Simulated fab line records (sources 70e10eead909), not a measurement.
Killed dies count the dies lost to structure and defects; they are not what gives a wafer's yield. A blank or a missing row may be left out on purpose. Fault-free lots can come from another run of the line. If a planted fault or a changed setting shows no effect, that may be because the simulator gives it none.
Chamber matching	flow nand-harc	NHARC_A_STAIRCASE_STRIP_476 on rie-diel-07 has 4 sister chambers
The step strips in O2, time 20 s. 4 wafers are shown with their chamber, then 10 later ones without.

== WAFERS, EACH WITH ITS CHAMBER ==
wafer	chamber	showerhead-plenum-p-Torr (Torr)
L084.5	0	3.71
L090.5	2	3.47
L093.1	1	3.43
L093.2	3	3.37

== WAFERS WITHOUT THEIR CHAMBER ==
wafer	showerhead-plenum-p-Torr (Torr)
L093.3	3.46
L093.4	3.69
L093.5	3.37
L093.6	3.46
L095.1	3.69
L095.2	3.45
L095.5	3.42
L097.2	3.68
L097.3	3.36
L097.5	3.45

== CHAMBER TAKEN BY EACH ==
wafer	from the rows above	in truth
L093.3	can't be placed: 2 or 1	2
L093.4	0	0
L093.5	3	3
L093.6	can't be placed: 2 or 1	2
L095.1	0	0
L095.2	can't be placed: 1 or 2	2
L095.5	1	1
L097.2	0	0
L097.3	3	3
L097.5	can't be placed: 1 or 2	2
6 of 10 placed correctly. Cannot be placed on the basis of these rows: 4; the candidates contain the true chamber in 4. Number placed wrongly: 0.
How it was worked out, from the rows above alone: a wafer's distance from a chamber is the root of the sum, over the readings, of the square of ((its reading less the chamber's mean) divided by the reading's scatter). The wafer belongs to the nearest chamber; if the next one is less than 2 further off, it can't be placed. A chamber's mean is the mean of its shown wafers. The scatter: with one shown wafer a chamber, the root of the mean of the squares of how far each hidden wafer lies from its nearest shown one.
